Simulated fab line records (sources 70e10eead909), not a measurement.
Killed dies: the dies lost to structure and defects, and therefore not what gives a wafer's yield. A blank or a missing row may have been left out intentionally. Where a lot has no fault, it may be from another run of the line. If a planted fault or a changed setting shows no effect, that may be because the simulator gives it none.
fab line records ; flow nandHarc
record: lots: 12; wafers: 36; lastDay: 31
route steps=1302 shown P_ZERO_WELL@18 P_STI@80 END@1302
lots that met no fault: from a run of the same line without faults
startH: start of the lot's first displayed wafer, in hours after the record's first day ; waitH: hours since the lot's step before ; " same as the row above ; L1.1+2: a single row standing in for several wafers ; - no value, or no start given ; * or withheld: withheld ; < > ~ a bound
route shown NAME@n: NAME is a module with steps in the file, n the number in the route of the first one ; usual: mean/standard deviation taken from wafers without a fault ; same: alike in all rows ; chamber/n: place in a boat ; sites: per-site readings ; _std_site: standard deviation of those values ; _edge_site: outer sites' mean less inner sites' ; radiusMm: how far each site lies from the wafer's centre ; mask NAME#n: copy n ; behind: tool/chamber where the wafer was last shaped ; hold: the reason the lot was held/the length of the hold in hours/how it ended ; device: the transistor (n, p or np) that didn't switch ; end of line: the route-end tests of the same wafers ; where a step has no rows: the recipe by itself ; killed: count of dies lost to structure and defects at first sort (not the wafer's yield) ; map: a wafer's dies, marking killed ones x, the rest . and places with no die _
set.NAME: the setting as run; set.NAME@STEP: as run at that earlier step ; model.NAME: the simulator's own value behind a step, which no gauge read
route steps across a sampled set of lots; one table per step, one row per wafer
services: when a tool's chamber went out of use (startH, in hours from the record's first day, below 0 if earlier), for how many hours, and the reason
== steps ==
step: NHARC_P_ZERO_WELL_ETCH_62
recipe: targetDepthA: 130; timeS: 6.5; chf3FlowSccm: 50; arFlowSccm: 200; rfW: 500; biasW: 200; chemistry: CHF3/Ar
usual: chf3FlowSccm: 49.98/0.15; drypumpMotorCurrentA: 5.7/0.39; oesProductAu: 0.964/0.019; rfVppV: 371.2/2; showerheadPlenumPTorr: 2.37/0.083; throttleValvePct: 20.217/0.0098
lot.wafer;tool;chamber;startH;waitH;chf3FlowSccm;drypumpMotorCurrentA;oesProductAu;rfHoursCounterH;rfVppV;showerheadPlenumPTorr;throttleValvePct
L673.4;rieDiel-12;1;-;-;49.97;6.2;0.958;33;371.5;2.38;20.215
L673.1;rieDiel-12;2;-;-;50.13;5.4;0.952;34;372.4;2.45;20.228
L673.2;rieDiel-12;0;-;-;49.88;6.0;0.961;33;373.4;2.40;20.214
L674.4;rieDiel-05;0;-;-;49.92;5.6;0.974;57;370.5;2.31;20.212
L674.3;rieDiel-05;1;-;-;50.03;6.4;0.995;56;365.7;2.18;20.212
L674.5;rieDiel-05;0;-;-;49.81;5.6;0.980;-;371.6;2.31;20.226
L675.1;rieDiel-12;1;-;-;50.14;6.3;0.993;42;369.8;2.37;20.226
L675.3;rieDiel-12;2;-;-;49.92;5.4;0.979;41;372.6;2.45;20.211
L675.5;rieDiel-12;1;-;-;49.93;6.3;1.000;-;373.2;2.37;20.211
L676.4;rieDiel-05;0;-;-;49.87;5.6;0.977;2;368.5;2.31;20.224
L676.1;rieDiel-05;1;-;-;49.72;6.3;0.983;2;375.1;2.53;20.214
L676.5;rieDiel-05;1;-;-;49.94;6.3;0.989;-;374.0;2.53;20.215
L677.1;rieDiel-12;0;-;-;50.00;6.0;0.942;47;371.6;2.39;20.224
L677.2;rieDiel-12;1;-;-;49.96;6.3;0.966;46;373.5;2.37;20.211
L677.6;rieDiel-12;1;-;-;49.94;6.2;0.973;-;371.9;2.37;20.211
L679.1;rieDiel-05;0;-;-;50.02;5.6;0.970;15;369.9;2.31;20.225
L679.2;rieDiel-05;1;-;-;50.01;6.3;0.947;15;373.1;2.53;20.226
L679.4;rieDiel-05;2;-;-;49.92;5.7;0.956;17;366.9;2.18;20.218
L680.1;rieDiel-12;1;-;-;50.16;6.3;0.962;3;372.3;2.37;20.223
L680.3;rieDiel-12;3;-;-;50.23;5.1;0.948;3;370.6;2.42;20.216
L680.4;rieDiel-12;0;-;-;49.97;6.0;0.967;-;371.3;2.39;20.217
L682.3;rieDiel-05;0;-;-;50.05;5.6;0.975;21;369.9;2.30;20.212
L682.6;rieDiel-05;1;-;-;50.09;6.3;0.955;-;374.4;2.53;20.207
L682.5;rieDiel-05;2;-;-;50.15;5.7;0.953;-;366.2;2.17;20.214
L683.3;rieDiel-12;2;-;-;50.02;5.4;0.953;6;373.0;2.44;20.215
L683.6;rieDiel-12;3;-;-;49.72;5.2;0.939;-;373.1;2.41;20.219
L683.5;rieDiel-12;0;-;-;50.05;6.0;0.943;-;370.5;2.39;20.230
L684.4;rieDiel-06;2;-;-;49.95;5.3;0.967;6;374.3;2.42;20.238
L684.2;rieDiel-06;0;-;-;50.16;6.1;0.979;4;371.6;2.39;20.224
L684.5;rieDiel-06;2;-;-;50.29;5.3;0.965;-;373.1;2.42;20.215
L685.1;rieDiel-12;0;-;-;49.96;6.0;0.942;20;370.8;2.39;20.209
L685.3;rieDiel-12;2;-;-;49.97;5.4;0.937;14;372.6;2.44;20.223
L685.5;rieDiel-12;2;-;-;49.95;5.4;0.949;-;372.3;2.44;20.197
L687.1;rieDiel-06;2;-;-;49.72;5.3;0.980;17;373.0;2.41;20.200
L687.3;rieDiel-06;3;-;-;49.92;5.2;0.959;15;371.2;2.35;20.208
L687.4;rieDiel-06;0;-;-;50.06;6.1;0.957;17;369.2;2.39;20.226
step: NHARC_P_ZERO_WELL_CD_MEAS_37
recipe: targetCdNm: 720; landingEnergyEv: 500
usual: cdNm: 720.6/2.5
lot.wafer;tool;chamber;startH;waitH;cdNm
L673.1;cdSem-01;0;44.23;-;723.1
L673.2;cdSem-01;0;44.23;-;722.7
L673.4;cdSem-01;0;44.23;-;719.9
L674.3;cdSem-03;0;54.11;-;717.9
L674.4;cdSem-03;0;54.11;-;720.5
L674.5;cdSem-03;0;54.11;-;716.8
L675.1;cdSem-02;0;64.27;-;717.9
L675.3;cdSem-02;0;64.27;-;720.6
L675.5;cdSem-02;0;64.27;-;719.7
L676.1;cdSem-02;0;74.38;-;725.2
L676.4;cdSem-02;0;74.38;-;720.4
L676.5;cdSem-02;0;74.38;-;718.5
L677.1;cdSem-03;0;84.07;-;721.0
L677.2;cdSem-03;0;84.07;-;719.7
L677.6;cdSem-03;0;84.07;-;719.8
L679.1;cdSem-02;0;104.13;-;724.9
L679.2;cdSem-02;0;104.13;-;721.1
L679.4;cdSem-02;0;104.13;-;724.5
L680.1;cdSem-03;0;114.13;-;717.5
L680.3;cdSem-03;0;114.13;-;723.1
L680.4;cdSem-03;0;114.13;-;718.5
L682.3;cdSem-01;0;134.14;-;718.7
L682.5;cdSem-01;0;134.14;-;717.1
L682.6;cdSem-01;0;134.14;-;721.4
L683.3;cdSem-01;0;144.31;-;718.8
L683.5;cdSem-01;0;144.31;-;721.3
L683.6;cdSem-01;0;144.31;-;718.8
L684.2;cdSem-02;0;154.09;-;719.8
L684.4;cdSem-02;0;154.09;-;724.0
L684.5;cdSem-02;0;154.09;-;722.8
L685.1;cdSem-01;0;164.20;-;724.4
L685.3;cdSem-01;0;164.20;-;719.9
L685.5;cdSem-01;0;164.20;-;717.8
L687.1;cdSem-03;0;184.01;-;720.6
L687.3;cdSem-03;0;184.01;-;725.4
L687.4;cdSem-03;0;184.01;-;724.9
step: NHARC_P_ZERO_WELL_CD_MEAS_52
recipe: targetCdNm: 2000; landingEnergyEv: 500
usual: cdNm: 1999.7/2.8
lot.wafer;tool;chamber;startH;waitH;cdNm
L673.1;cdSem-03;0;45.87;-;2005.5
L673.2;cdSem-03;0;45.87;-;2003.4
L673.4;cdSem-03;0;45.87;-;2000.8
L674.3;cdSem-02;0;55.75;-;2000.6
L674.4;cdSem-02;0;55.75;-;1997.4
L674.5;cdSem-02;0;55.75;-;2003.9
L675.1;cdSem-01;0;65.98;-;1997.9
L675.3;cdSem-01;0;65.98;-;1996.9
L675.5;cdSem-01;0;65.98;-;2000.8
L676.1;cdSem-01;0;76.04;-;2000.7
L676.4;cdSem-01;0;76.04;-;2001.1
L676.5;cdSem-01;0;76.04;-;1998.6
L677.1;cdSem-01;0;85.58;-;1998.3
L677.2;cdSem-01;0;85.58;-;1996.8
L677.6;cdSem-01;0;85.58;-;1997.1
L679.1;cdSem-03;0;105.67;-;1997.5
L679.2;cdSem-03;0;105.67;-;2000.6
L679.4;cdSem-03;0;105.67;-;1996.7
L680.1;cdSem-03;0;115.77;-;2005.0
L680.3;cdSem-03;0;115.77;-;2001.8
L680.4;cdSem-03;0;115.77;-;2002.5
L682.3;cdSem-03;0;135.78;-;1999.7
L682.5;cdSem-03;0;135.78;-;2000.5
L682.6;cdSem-03;0;135.78;-;1998.9
L683.3;cdSem-02;0;145.95;-;1998.0
L683.5;cdSem-02;0;145.95;-;2002.8
L683.6;cdSem-02;0;145.95;-;2003.5
L684.2;cdSem-03;0;155.77;-;2000.2
L684.4;cdSem-03;0;155.77;-;2001.7
L684.5;cdSem-03;0;155.77;-;1999.9
L685.1;cdSem-02;0;165.78;-;1999.6
L685.3;cdSem-02;0;165.78;-;2000.6
L685.5;cdSem-02;0;165.78;-;1998.7
L687.1;cdSem-02;0;185.68;-;2001.4
L687.3;cdSem-02;0;185.68;-;2001.4
L687.4;cdSem-02;0;185.68;-;2001.8
step: NHARC_P_STI_EXPOSE_06
recipe: na: 0.55; targetCdNm: 200; doseMj: 37.69; maskId: P_STI
lot.wafer;tool;chamber;startH;waitH;mask
L673.1+2+4;krfScanner-04;0;66.20;-;P_STI#0
L674.3+4+5;krfScanner-03;0;74.14;-;P_STI#0
L675.1+3+5;krfScanner-03;0;84.36;-;P_STI#0
L676.1+4+5;krfScanner-04;0;94.31;-;P_STI#0
L677.1+2+6;krfScanner-03;0;103.18;-;P_STI#0
L679.1+2+4;krfScanner-04;0;121.84;-;P_STI#0
L680.1+3+4;krfScanner-04;0;133.41;-;P_STI#0
L682.3+5+6;krfScanner-03;0;155.69;-;P_STI#0
L683.3+5+6;krfScanner-01;0;165.45;-;P_STI#0
L684.2+4+5;krfScanner-03;0;173.43;-;P_STI#0
L685.1+3+5;krfScanner-04;0;184.04;-;P_STI_R1#0
L687.1+3+4;krfScanner-03;0;205.41;-;P_STI#0
step: NHARC_P_STI_CD_MEAS_09
recipe: targetCdNm: 200; landingEnergyEv: 500
usual: cdNm: 199/3.4
lot.wafer;tool;chamber;startH;waitH;cdNm
L673.1;cdSem-02;0;66.35;-;203
L673.2;cdSem-02;0;66.35;-;202
L673.4;cdSem-02;0;66.35;-;199
L674.3;cdSem-03;0;74.28;-;195
L674.4;cdSem-03;0;74.28;-;196
L674.5;cdSem-03;0;74.28;-;201
L675.1;cdSem-02;0;84.51;-;194
L675.3;cdSem-02;0;84.51;-;202
L675.5;cdSem-02;0;84.51;-;197
L676.1;cdSem-02;0;94.46;-;200
L676.4;cdSem-02;0;94.46;-;196
L676.5;cdSem-02;0;94.46;-;197
L677.1;cdSem-01;0;103.33;-;204
L677.2;cdSem-01;0;103.33;-;201
L677.6;cdSem-01;0;103.33;-;195
L679.1;cdSem-01;0;121.99;-;195
L679.2;cdSem-01;0;121.99;-;194
L679.4;cdSem-01;0;121.99;-;195
L680.1;cdSem-01;0;133.56;-;204
L680.3;cdSem-01;0;133.56;-;201
L680.4;cdSem-01;0;133.56;-;201
L682.3;cdSem-02;0;155.83;-;202
L682.5;cdSem-02;0;155.83;-;200
L682.6;cdSem-02;0;155.83;-;203
L683.3;cdSem-01;0;165.60;-;200
L683.5;cdSem-01;0;165.60;-;205
L683.6;cdSem-01;0;165.60;-;202
L684.2;cdSem-02;0;173.58;-;200
L684.4;cdSem-02;0;173.58;-;196
L684.5;cdSem-02;0;173.58;-;201
L685.1;cdSem-02;0;184.19;-;221
L685.3;cdSem-02;0;184.19;-;214
L685.5;cdSem-02;0;184.19;-;215
L687.1;cdSem-02;0;205.56;-;203
L687.3;cdSem-02;0;205.56;-;200
L687.4;cdSem-02;0;205.56;-;195
step: NHARC_P_STI_OCD_MEAS_17
usual: trenchDepthNm: 299/6.6; trenchFootCdNm: 157/3.6
lot.wafer;tool;chamber;startH;waitH;trenchDepthNm;trenchFootCdNm
L673.1;ocd-01;-;67.14;0.1;299;162
L673.2;ocd-01;-;67.14;0.1;312;159
L673.4;ocd-01;-;67.14;0.1;295;158
L674.3;ocd-02;-;75.07;0.1;303;152
L674.4;ocd-02;-;75.07;0.1;288;155
L674.5;ocd-02;-;75.07;0.1;292;161
L675.1;ocd-02;-;85.30;0.1;297;152
L675.3;ocd-02;-;85.30;0.1;292;162
L675.5;ocd-02;-;85.30;0.1;290;157
L676.1;ocd-02;-;95.25;0.1;298;158
L676.4;ocd-02;-;95.25;0.1;292;156
L676.5;ocd-02;-;95.25;0.1;289;157
L677.1;ocd-02;-;104.11;0.1;307;160
L677.2;ocd-02;-;104.11;0.1;293;159
L677.6;ocd-02;-;104.11;0.1;298;153
L679.1;ocd-01;-;122.78;0.1;296;153
L679.2;ocd-01;-;122.78;0.1;292;153
L679.4;ocd-01;-;122.78;0.1;310;152
L680.1;ocd-02;-;134.35;0.1;293;163
L680.3;ocd-02;-;134.35;0.1;305;159
L680.4;ocd-02;-;134.35;0.1;292;161
L682.3;ocd-02;-;156.61;0.1;291;161
L682.5;ocd-02;-;156.61;0.1;290;159
L682.6;ocd-02;-;156.61;0.1;301;161
L683.3;ocd-02;-;166.38;0.1;303;158
L683.5;ocd-02;-;166.38;0.1;304;162
L683.6;ocd-02;-;166.38;0.1;303;160
L684.2;ocd-02;-;174.36;0.1;308;157
L684.4;ocd-02;-;174.36;0.1;298;154
L684.5;ocd-02;-;174.36;0.1;290;160
L685.1;ocd-01;-;184.98;0.1;307;179
L685.3;ocd-01;-;184.98;0.1;304;172
L685.5;ocd-01;-;184.98;0.1;302;173
L687.1;ocd-01;-;206.34;0.1;296;161
L687.3;ocd-01;-;206.34;0.1;301;158
L687.4;ocd-01;-;206.34;0.1;302;153
step: NHARC_END_SORT_01
recipe: tempC: 25
usual: killedAtArray: 54/20; killedAtOther: 0.7/0.94; killedAtPeriphery: 3.8/2.7; killedDies: 59/20; killedOpen: 3.5/1.9; killedShort: 2.5/1.6
same: grossDies: 677
lot.wafer;tool;chamber;startH;waitH;killedAtArray;killedAtOther;killedAtPeriphery;killedDies;killedOpen;killedShort
L677.1;prober-01;0;616.40;2.5;53;3;3;59;4;3
L677.2;prober-01;0;617.20;2.8;62;1;1;64;4;3
L677.6;prober-01;0;620.41;4.0;57;1;2;60;2;4
L685.1;prober-01;0;704.65;2.5;41;1;5;47;5;5
L685.3;prober-01;0;706.22;3.1;45;0;1;46;5;2
L685.5;prober-01;0;707.78;3.6;23;0;4;27;1;2
killed by level:class
L677.1 A_CHANNEL_HOLE_D1:chamberFilmFlake=15 A_CHANNEL_HOLE_D2:chamberFilmFlake=11 A_CONTACT:chamberFilmFlake=10 A_STAIRCASE:chamberFilmFlake=4 A_CHANNEL_FILL_D2:chamberFilmFlake=3 THIN_TSV:chamberFilmFlake=3 A_M0:geometricParticle:open=2 P_M0:geometricParticle:short=1
L677.2 A_CHANNEL_HOLE_D1:chamberFilmFlake=32 A_CHANNEL_HOLE_D2:chamberFilmFlake=12 A_STAIRCASE:chamberFilmFlake=5 A_CONTACT:chamberFilmFlake=3 A_M1:chamberFilmFlake=2 A_SOURCE_PLATE:geometricParticle:open=1 A_ONON_D1:geometricParticle:short=1 A_ONON_D1:geometricParticle:open=1
L677.6 A_CHANNEL_HOLE_D1:chamberFilmFlake=21 A_CHANNEL_HOLE_D2:chamberFilmFlake=12 A_STAIRCASE:chamberFilmFlake=9 A_CONTACT:chamberFilmFlake=4 A_WL_FILL:geometricParticle:short=3 A_M1:chamberFilmFlake=3 A_SLIT:chamberFilmFlake=2 P_GATE:geometricParticle:open=1
L685.1 A_CHANNEL_HOLE_D1:chamberFilmFlake=27 P_STI:areaExpose=4 A_CONTACT:chamberFilmFlake=3 P_M0:geometricParticle:short=1 A_ONON_D1:geometricParticle:short=1 A_DECK1_JOINT:geometricParticle:short=1 A_CHANNEL_HOLE_D2:geometricParticle:open=1 A_CHANNEL_FILL_D2:geometricParticle:open=1
L685.3 A_CHANNEL_HOLE_D1:chamberFilmFlake=33 A_ONON_D2:geometricParticle:open=2 A_SLIT:chamberFilmFlake=2 A_CONTACT:chamberFilmFlake=2 P_GATE:geometricParticle:short=1 A_DECK1_JOINT:chamberFilmFlake=1 A_CHANNEL_FILL_D1:geometricParticle:open=1 A_CHANNEL_FILL_D2:geometricParticle:open=1
L685.5 A_CHANNEL_HOLE_D1:chamberFilmFlake=15 A_CONTACT:chamberFilmFlake=2 P_M0:geometricParticle:open=1 P_M0:geometricParticle:short=1 A_WL_FILL:geometricParticle:short=1 P_ZERO_WELL:chamberFilmFlake=1 P_BONDPAD:chamberFilmFlake=1 A_ZERO_WELL:chamberFilmFlake=1
== services ==
tool;chamber;startH;hours;kind
rieDiel-12;0;21.62;-;clean
rieDiel-12;1;21.62;-;clean
rieDiel-12;2;21.62;-;clean
krfScanner-04;-;34.63;5.5;repair
rieDiel-06;0;39.49;27.6;repair
krfScanner-03;-;52.00;4.0;pm
rieDiel-05;-;52.64;9.0;pm
krfScanner-03;-;78.76;5.4;repair
krfScanner-01;-;83.82;1.3;repair
rieDiel-06;-;87.42;0.7;repair
rieDiel-12;-;91.50;9.0;pm
rieDiel-05;3;123.73;1.9;repair
rieDiel-06;-;131.02;9.0;pm
krfScanner-03;-;132.32;0.3;repair
rieDiel-05;2;134.43;2.4;repair
krfScanner-01;-;140.01;4.0;pm
krfScanner-04;-;140.59;0.5;repair
rieDiel-12;2;143.59;8.9;repair
krfScanner-03;-;150.97;1.4;repair
krfScanner-04;-;155.12;6.1;repair
rieDiel-12;1;158.92;22.4;repair
krfScanner-03;-;177.86;1.7;repair
rieDiel-12;1;184.15;13.8;repair
krfScanner-04;-;184.94;4.0;pm
== key ==
firstSign: step: NHARC_P_STI_EXPOSE_06; reading: mask; direction: changed
effect: step: NHARC_P_STI_CD_MEAS_09; reading: cdNm; direction: up; sigmas: 5.2; usual: 199; struck: 217
effect: step: NHARC_P_STI_OCD_MEAS_17; reading: trenchFootCdNm; direction: up; sigmas: 4.8; usual: 157; struck: 175
metAt NHARC_P_STI_EXPOSE_06
struckLots L685
testerLeftOut L685
notActingAt NHARC_P_ZERO_WELL_ETCH_62,NHARC_P_ZERO_WELL_CD_MEAS_37,NHARC_P_ZERO_WELL_CD_MEAS_52
onsetBetween 133.41 184.04
fault: kind: wrongMask; tool: any; chamber: -; onsetH: 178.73; steps: NHARC_P_STI_EXPOSE_06; auxCopy: P_STI_R1#0; cdOffsetNm: 19.064; scope: struckLotsOnly
testerLeftOut: of these lots the tester's yield and bins aren't shown, on N5 and GAA mostly nor the transistor test; their killed dies are dies lost to structure and defects alone, not to doping, threshold or leakage, so they don't give the yield
